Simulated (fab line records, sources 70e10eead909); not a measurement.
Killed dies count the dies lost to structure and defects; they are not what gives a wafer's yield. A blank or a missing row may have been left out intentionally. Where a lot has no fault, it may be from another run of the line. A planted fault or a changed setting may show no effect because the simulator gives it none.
Which tool was responsible?	flow nand_harc	33 wafers from 11 lots sampled at 3 of the route's 1159 steps

== WHAT EACH GAUGE READ, for each wafer ==
NHARC_P_ZERO_WELL_CD_MEAS_52: the cd target is 2000 nm.
lot	measured	on	cd_nm (nm)
L538	day 1 17:59	cd_sem-03	1998.0 1994.1 1995.1
L541	day 2 11:41	cd_sem-03	1999.7 2000.6 2003.1
L544	day 3 05:44	cd_sem-01	1999.1 1997.0 1998.8
L546	day 3 17:52	cd_sem-02	1773.3 1772.6 1774.7 1773.4 1772.8 1774.8
L548	day 4 05:44	cd_sem-02	1998.3 1999.7 1995.6
L552	day 5 05:36	cd_sem-03	1996.5 2000.5 1997.8
L556	day 6 06:11	cd_sem-02	1997.1 1995.5 1996.0
L557	day 6 11:47	cd_sem-02	1999.1 1995.0 1998.6
L558	day 6 17:37	cd_sem-02	1998.0 1998.5 1995.2
L559	day 6 23:53	cd_sem-02	2000.0 1998.2 2000.0
L561	day 7 11:52	cd_sem-01	1999.1 2000.6 2000.1

== EACH LOT AND THE TOOL THAT RAN IT (in order: tool; ch and the chambers of the sampled wafers; start) ==
lot	NHARC_P_ZERO_WELL_ETCH_62	NHARC_P_ZERO_WELL_EXPOSE_49
L538	rie_diel-09 ch 0,2,3, day 1 17:50 or earlier	krf_scanner-04 ch 0, day 1 17:50
L541	rie_diel-01 ch 0,2,3, day 2 11:32 or earlier	krf_scanner-02 ch 0, day 2 11:32
L544	rie_diel-03 ch 0,2, day 3 05:35 or earlier	krf_scanner-04 ch 0, day 3 05:35
L546	rie_diel-09 ch 2,3, day 3 17:42 or earlier	krf_scanner-02 ch 0, day 3 17:42
L548	rie_diel-03 ch 0,1,3, day 4 05:35 or earlier	krf_scanner-04 ch 0, day 4 05:35
L552	rie_diel-01 ch 0,2,3, day 5 05:26 or earlier	krf_scanner-03 ch 0, day 5 05:26
L556	rie_diel-03 ch 1,2,3, day 6 06:02 or earlier	krf_scanner-02 ch 0, day 6 06:02
L557	rie_diel-01 ch 0,1,2, day 6 11:38 or earlier	krf_scanner-03 ch 0, day 6 11:38
L558	rie_diel-03 ch 2,3, day 6 17:27 or earlier	krf_scanner-03 ch 0, day 6 17:27
L559	rie_diel-03 ch 2,3, day 6 23:43 or earlier	krf_scanner-03 ch 0, day 6 23:43
L561	rie_diel-09 ch 0,1,3, day 7 11:42 or earlier	krf_scanner-02 ch 0, day 7 11:42
- NHARC_P_ZERO_WELL_ETCH_62: etches the open film in CHF3/Ar, target depth 13 nm, time 6.5 s.
- NHARC_P_ZERO_WELL_EXPOSE_49: exposes mask P HVPW, target cd 2000 nm.

== THE ANSWER, worked out from the rows above alone ==
Rule: what is usual is taken from the lots themselves. The widest of any qualifying gaps counts: lots, ordered by their means at a reading, are off when they make up no more than a third of the lots, leave a main group of 4 or more, and stand apart from it by 3 or more times the standard deviation of that group's means. The tables above print the reading to a certain number of digits; a main group whose means all agree to those digits is not used. A lot without any number at a reading at which 4 lots or more have one is off too. Where the step has rows for the other lots, those lots are counted as sound.
Off at NHARC_P_ZERO_WELL_CD_MEAS_52 (cd_nm): L546. Main group: mean 1998.2 nm, sd 1.6.
A tool fits if, at a process step before that reading, it ran every lot that is off, and no sound lot after the first of them. The gauges at NHARC_P_ZERO_WELL_CD_MEAS_52 are tried like those tools. NHARC_P_ZERO_WELL_ETCH_62 gives no start for some lots, so the hours and the order of its lots are those of NHARC_P_ZERO_WELL_EXPOSE_49. None of those tried fits.

== WHAT WAS PUT IN BY THE SIMULATOR ==
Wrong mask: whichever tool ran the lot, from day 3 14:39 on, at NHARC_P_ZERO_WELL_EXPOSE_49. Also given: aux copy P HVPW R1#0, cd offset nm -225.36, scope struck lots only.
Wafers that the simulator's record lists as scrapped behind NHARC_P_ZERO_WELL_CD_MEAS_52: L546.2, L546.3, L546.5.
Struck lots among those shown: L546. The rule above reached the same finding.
